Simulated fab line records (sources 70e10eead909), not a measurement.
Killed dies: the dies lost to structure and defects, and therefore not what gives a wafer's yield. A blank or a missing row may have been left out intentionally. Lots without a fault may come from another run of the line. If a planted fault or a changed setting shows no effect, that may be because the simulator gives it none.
Matching of chambers    flow nandHarc    rieDiel-10 running NHARC_P_M0_ETCH_34: 4 sister chambers
The step etches the open film in N2/H2, target depth 40 nm, overetch 12 nm, time 43.94 s. 36 wafers are shown with their chamber, then 12 later ones without.

WAFERS PAIRED WITH THEIR CHAMBERS
wafer   chamber  showerheadPlenumPTorr (Torr)  drypumpMotorCurrentA (A)  rfVppV (V)
L075.3  1        1.96                          5.6                       428.2
L075.5  1        1.96                          5.6                       429.3
L075.6  3        2.04                          5.0                       431.4
L074.4  3        2.04                          5.0                       429.8
L074.5  1        1.96                          5.6                       428.7
L074.6  0        2.15                          5.0                       433.0
L077.1  1        1.96                          5.6                       428.2
L077.3  2        2.12                          6.4                       432.9
L077.5  1        1.96                          5.6                       428.4
L078.2  3        2.04                          5.0                       431.6
L078.5  2        2.12                          6.4                       433.0
L078.6  1        1.96                          5.7                       428.1
L082.1  0        2.15                          5.0                       433.3
L082.4  2        2.12                          6.4                       433.2
L082.5  3        2.04                          4.9                       430.4
L088.1  1        1.95                          5.7                       428.7
L088.2  2        2.12                          6.4                       432.8
L088.3  0        2.15                          5.1                       432.8
L088.4  3        2.04                          5.0                       430.0
L088.5  0        2.15                          5.0                       433.5
L088.6  1        1.96                          5.6                       427.7
L086.1  2        2.12                          6.4                       432.1
L086.2  1        1.95                          5.6                       428.9
L086.3  0        2.15                          5.0                       433.2
L086.4  3        2.04                          5.0                       430.0
L086.5  1        1.95                          5.6                       429.9
L086.6  2        2.12                          6.3                       433.1
L085.4  2        2.12                          6.4                       431.7
L085.5  0        2.15                          5.0                       434.3
L085.6  3        2.04                          5.0                       429.8
L089.1  2        2.12                          6.4                       432.1
L089.3  0        2.15                          5.0                       431.3
L089.6  0        2.15                          5.0                       434.3
L091.2  1        1.95                          5.6                       430.0
L091.4  1        1.95                          5.6                       429.0
L091.6  0        2.15                          5.0                       432.4

SIGNATURES (means of the wafers above)
reading                chamber 0  chamber 1  chamber 2  chamber 3  scatter within a chamber
showerheadPlenumPTorr  2.1500     1.9558     2.1200     2.0400     0.00302
drypumpMotorCurrentA   5.011      5.617      6.388      4.986      0.0366
rfVppV                 433.122    428.758    432.613    430.429    0.753
Rule: a wafer lies at a distance from a chamber equal to the root of the sum of squares, over the readings, of (its reading less the chamber's mean, divided by the reading's scatter). If the next closest chamber is less than 2 further off than the closest, the wafer can't be placed; otherwise it belongs to the closest. The scatter: the root of (the sum of the squares of (reading less its chamber's mean) over the shown wafers, divided by (wafers less chambers)).

WAFERS WITH NO CHAMBER GIVEN
wafer   showerheadPlenumPTorr (Torr)  drypumpMotorCurrentA (A)  rfVppV (V)
L093.1  1.95                          5.6                       428.9
L093.2  2.15                          5.0                       432.2
L093.3  2.12                          6.4                       432.3
L092.2  1.95                          5.6                       429.1
L092.3  2.15                          5.0                       433.6
L092.6  1.95                          5.6                       428.8
L095.2  2.15                          5.0                       432.7
L095.4  2.12                          6.4                       431.9
L095.6  2.15                          5.0                       433.5
L096.2  2.12                          6.4                       432.2
L096.3  2.15                          5.0                       432.6
L096.5  1.95                          5.6                       428.2

WHICH CHAMBER EACH ONE RAN IN
wafer   from the rows above  in truth
L093.1  1                    1
L093.2  0                    0
L093.3  2                    2
L092.2  1                    1
L092.3  0                    0
L092.6  1                    1
L095.2  0                    0
L095.4  2                    2
L095.6  0                    0
L096.2  2                    2
L096.3  0                    0
L096.5  1                    1
12 of 12 placed correctly. From these rows, 0 cannot be placed. 0 placed wrongly.
